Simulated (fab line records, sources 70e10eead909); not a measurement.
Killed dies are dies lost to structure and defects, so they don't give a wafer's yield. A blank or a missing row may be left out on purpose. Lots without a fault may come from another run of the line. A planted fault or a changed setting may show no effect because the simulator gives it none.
Problem report in the 8D (eight disciplines) form, filled by code | flow nand_harc | the parts of the form that need people (team, actions taken, sign-off) are left out

1. THE PROBLEM
heater_power_total_W at NHARC_A_M1_SOFTBAKE_04 reads a mean of 192.20 W on 6 wafers of 2 lots; wafers without a fault read 188.46 W with a standard deviation of 0.14. That is +27 standard deviations from the usual mean.
The step: time 55 s.
First seen on wafer L965.1, day 28 09:00, on litho_track-01. The record holds 42 wafers of 14 lots with a number at this step. Rule for "out", or "out of limits": more than 4 standard deviations from the usual mean. The other wafers with a number count as sound.

2. WHAT IT IS AND WHAT IT IS NOT
question                    | is                     | is not
which readings at this step | heater_power_total_W   | exhaust_pa
which lots                  | L965, L967             | L953, L954, L955, L956, L957, L958, L959, L960, L961, L966, L975, L976
which wafers of those lots  | all that have a number | -
read on which tools         | litho_track-01         | litho_track-04, litho_track-06
when                        | from day 28 09:00      | up to then (30 sound wafers); but 6 sound wafers of L975, L976 came after

3. SUSPECTS, AND WHAT RULES EACH OUT
Counting: a tool at a process step up to the reading stays a suspect if it ran every lot that is out and no sound lot after the first of them.
- litho_track-01 at NHARC_A_M1_SOFTBAKE_04 (time 55 s): kept. It ran every lot that is out, first L965 (day 28 09:00), and no sound lot after that; its last sound lot up to then is L960 (day 25 22:00). Its own readings are out on those wafers: heater_power_total_W.
Left after counting: litho_track-01 at NHARC_A_M1_SOFTBAKE_04.

4. THE CAUSE (what the simulator had put in)
Process parameter drift: litho_track-01, from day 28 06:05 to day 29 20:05, at NHARC_A_M1_SOFTBAKE_04. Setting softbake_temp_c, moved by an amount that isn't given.
Counting left only this tool.

5. THE CHAIN OF EFFECTS, in route order
Each row: a reading whose mean over the struck wafers that have a number lies more than 3 standard deviations from the usual. Only readings for which the record gives a usual standard deviation are gone through. hours: the time from each lot's start at the first step in this table that gives one to its start at this step, as a median over the lots. sigmas: the change in usual standard deviations.
hours | step                   | reading              | usual    | on struck wafers | change | sigmas
0     | NHARC_A_M1_SOFTBAKE_04 | heater_power_total_W | 188.46 W | 192.20           | +3.74  | +27
The process steps in it:
- NHARC_A_M1_SOFTBAKE_04: time 55 s.
Later measuring or inspecting steps at which every struck wafer that the step has a row for has a number for every such reading, and none has moved that far: NHARC_END_SORT_01.

6. WHAT WOULD HAVE CAUGHT IT SOONER
In this record the first reading out of limits was taken at day 28 09:00, 3 hours after the fault began at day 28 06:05.
